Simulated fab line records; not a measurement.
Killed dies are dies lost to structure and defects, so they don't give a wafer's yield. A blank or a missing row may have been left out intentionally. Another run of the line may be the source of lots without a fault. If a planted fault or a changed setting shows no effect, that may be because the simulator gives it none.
What tool caused it?	flow n5 finfet	at 1 step of a route of 1938, 12 lots with 36 wafers sampled

## WHAT THE GAUGES SHOWED, per wafer
N5_BEOL_M4_CD_MEAS_35: target cd 18 nm, target cd y 22.4 nm.
lot	measured	on	cd nm (nm)
L075	day 7 22:13	cd sem-01	18.5 18.5 18.4
L077	day 8 18:48	cd sem-02	18.4 18.5 17.9
L080	day 9 04:23	cd sem-02	18.6 17.9 17.9
L081	day 9 13:37	cd sem-02	17.8 18.0 18.0
L083	day 10 01:41	cd sem-01	18.6 18.6 18.0
L085	day 10 14:39	cd sem-01	18.6 17.1 17.9
L087	day 11 06:50	cd sem-03	18.7 19.0 17.8
L088	day 12 07:36	cd sem-02	17.8 18.1 17.6
L091	day 12 15:29	cd sem-01	18.0 17.7 16.8
L093	day 12 18:01	cd sem-01	17.7 18.0 18.0
L095	day 13 15:47	cd sem-03	18.0 17.5 18.4
L096	day 14 02:12	cd sem-03	18.3 17.6 17.2

## WHAT TOOL EACH LOT RAN ON (gives the tool, then ch and the chambers of the sampled wafers, and finally the start)
Record: no process step prior to these readings.

## THE ANSWER, worked out from the rows above alone
Rule: the usual values come from the lots themselves. Put in order of their means at a reading, lots are off if they are a third of the lots or fewer, leave a main group of 4 or more, and stand apart from it by a gap of 3 or more times the standard deviation of the main group's means; of several such gaps the widest counts. If all means in a main group match to the digits the tables above print for the reading, that group is not used. A lot without any number at a reading at which 4 lots or more have one is off too. The other lots that the step has rows for count as sound.
None of the lots is off at any reading shown; this tells nothing.

## WHAT THE SIMULATOR HAD PUT IN
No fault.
